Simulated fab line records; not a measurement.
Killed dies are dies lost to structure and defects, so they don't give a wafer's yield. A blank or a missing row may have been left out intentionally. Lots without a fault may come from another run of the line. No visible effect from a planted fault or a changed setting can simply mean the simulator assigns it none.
Chamber matching -- flow n5_finfet -- N5_HKMG_FIN_ETCH_35 on rie_diel-04 has 4 sister chambers
The step etches SOC in N2/H2, target depth 215.8 nm, time 243.4 s. 4 wafers are shown with their chamber, then 10 later ones without.

== EACH WAFER AND ITS CHAMBER ==
wafer,chamber,showerhead_plenum_p_Torr (Torr)
L085.2,2,2.55
L091.2,1,2.61
L093.3,3,2.53
L093.4,0,2.62

== WAFERS WHOSE CHAMBER IS MISSING ==
wafer,showerhead_plenum_p_Torr (Torr)
L093.6,2.53
L094.1,2.53
L094.4,2.54
L094.6,2.53
L097.2,2.54
L097.3,2.53
L097.6,2.62
L096.3,2.54
L096.4,2.61
L096.6,2.61

== EACH ONE'S CHAMBER ==
wafer,from the rows above,in truth
L093.6,3,3
L094.1,3,3
L094.4,can't be placed: 2 or 3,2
L094.6,3,3
L097.2,can't be placed: 2 or 3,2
L097.3,3,3
L097.6,can't be placed: 0 or 1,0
L096.3,can't be placed: 2 or 3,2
L096.4,can't be placed: 1 or 0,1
L096.6,can't be placed: 1 or 0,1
Correct placement for 4 of the 10. Not placeable from these rows: 6 (in 6, the candidates include the true chamber). Wrongly placed: 0.
How it was worked out, from the rows above alone: a wafer's distance from a chamber is the root of the sum, over the readings, of the square of ((its reading less the chamber's mean) divided by the reading's scatter). If the next closest chamber is less than 2 further off than the closest, the wafer can't be placed; otherwise it belongs to the closest. The mean given for a chamber averages the wafers shown for that chamber. The scatter: root of mean squared gap, hidden wafer to nearest shown wafer, with one shown wafer a chamber.
